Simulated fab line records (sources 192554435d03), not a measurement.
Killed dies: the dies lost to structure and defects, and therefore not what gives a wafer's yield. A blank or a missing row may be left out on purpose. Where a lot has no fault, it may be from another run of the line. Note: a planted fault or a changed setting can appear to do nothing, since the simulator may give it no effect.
2 desks looking at one fault + flow n5_finfet + each desk holds nothing but its own numbers, with what lay behind them at the end

== DESK OF THE TOOL OWNER: rie_diel-02 ==
The tool's own readings at N5_BEOL_M13_ETCH_67 (etches SiARC in CF4, target depth 143 nm, time 238.3 s): means of the sampled wafers that have a number, for each lot that ran on this tool. Marked OUT: a lot whose mean sits more than 4 standard deviations from the usual mean, which makes it out of limits; the brackets give that distance.
Columns: A = cf4_flow_sccm at N5_BEOL_M13_ETCH_67, usual 100.00 sccm; B = drypump_motor_current_A at N5_BEOL_M13_ETCH_67, usual 5.81 A; C = etch_rf_on_time_s at N5_BEOL_M13_ETCH_67, usual 238 s; D = oes_product_au at N5_BEOL_M13_ETCH_67, usual 0.70 a.u.; E = rf_vpp_V at N5_BEOL_M13_ETCH_67, usual 184.1 V; F = showerhead_plenum_p_Torr at N5_BEOL_M13_ETCH_67, usual 2.14 Torr; G = throttle_valve_pct at N5_BEOL_M13_ETCH_67, usual 15.62 %
| lot  | first seen here | A      | B    | C   | D    | E     | F    | G     |
|------|-----------------|--------|------|-----|------|-------|------|-------|
| L760 | day 12 01:28    | 100.21 | 5.40 | 238 | 0.71 | 184.0 | 2.10 | 15.46 |
| L765 | day 13 14:09    | 99.81  | 5.59 | 242 | 0.63 | 183.2 | 2.08 | 15.66 |
| L768 | day 14 18:07    | 100.03 | 6.03 | 243 | 0.67 | 183.8 | 2.11 | 15.81 |
| L777 | day 15 23:34    | 100.23 | 5.75 | 238 | 0.71 | 183.5 | 2.16 | 15.63 |
| L775 | day 16 01:13    | 99.87  | 5.85 | 239 | 0.72 | 184.1 | 2.13 | 15.66 |
Finding of this desk: none of the 5 lots has anything out of limits.

== AT THE METROLOGY DESK ==
What the gauges read for every lot (on any tool): the sampled wafers with a number, averaged. Marked OUT: a lot whose mean sits more than 4 standard deviations from the usual mean, which makes it out of limits; the brackets give that distance.
Columns: A = PASS_OPEN_OVL at N5_PASSIVATION_OVL_MEAS_66, usual -3 nm
| lot  | first seen here | A   |
|------|-----------------|-----|
| L760 | day 13 08:29    | -1  |
| L759 | day 13 08:45    | -3  |
| L763 | day 14 04:40    | 0   |
| L765 | day 14 17:34    | 0   |
| L769 | day 15 16:48    | -6  |
| L768 | day 15 22:32    | -4  |
| L777 | day 17 01:37    | 6   |
| L775 | day 17 12:32    | -3  |
| L776 | day 17 13:58    | -10 |
| L779 | day 18 02:21    | -3  |
Finding of this desk: none of the 10 lots has anything out of limits.

== TAKEN TOGETHER ==
The tool owner's desk saw nothing out of limits.
The metrology desk saw nothing out of limits.

== WHAT HAD BEEN PUT IN BY THE SIMULATOR ==
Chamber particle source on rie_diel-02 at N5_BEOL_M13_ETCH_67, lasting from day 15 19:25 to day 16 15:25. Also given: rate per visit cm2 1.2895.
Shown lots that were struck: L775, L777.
